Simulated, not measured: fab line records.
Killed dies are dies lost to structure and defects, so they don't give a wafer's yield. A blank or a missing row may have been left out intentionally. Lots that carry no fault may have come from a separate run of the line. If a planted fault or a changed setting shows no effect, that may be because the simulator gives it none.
Matching of chambers | flow n5-finfet | N5_MIM_TOP_LITHO_DESCUM_10 on rie-diel-06: 4 sister chambers
The step chemistry O2, time 7.9 s. 4 wafers are shown with their chamber, then 8 later ones without.

WAFERS PAIRED WITH THEIR CHAMBERS
wafer  | chamber | throttle-valve-pct (%)
L080.3 | 2       | 20.41
L089.4 | 3       | 20.11
L089.6 | 0       | 20.26
L095.1 | 1       | 20.13

WAFERS WITHOUT THEIR CHAMBER
wafer  | throttle-valve-pct (%)
L095.2 | 20.29
L095.4 | 20.14
L096.4 | 20.44
L096.5 | 20.46
L096.6 | 20.15
L097.2 | 20.27
L097.4 | 20.46
L097.5 | 20.15

THE CHAMBER EACH PASSED THROUGH
wafer  | from the rows above     | in truth
L095.2 | 0                       | 0
L095.4 | can't be placed: 1 or 3 | 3
L096.4 | 2                       | 2
L096.5 | 2                       | 2
L096.6 | can't be placed: 1 or 3 | 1
L097.2 | 0                       | 0
L097.4 | 2                       | 2
L097.5 | can't be placed: 1 or 3 | 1
Correctly placed: 5 of 8. From these rows, 3 cannot be placed; in 3 the true chamber is one of the candidates. 0 placed wrongly.
How it was worked out, from the rows above alone: a wafer's distance from a chamber is the root of the sum, over the readings, of the square of ((its reading less the chamber's mean) divided by the reading's scatter). The wafer belongs to the nearest chamber; if the next one is less than 2 further off, it can't be placed. The mean given for a chamber averages the wafers shown for that chamber. The scatter (one wafer shown for each chamber): square how far every hidden wafer sits from the nearest shown wafer, average those squares and take the square root.
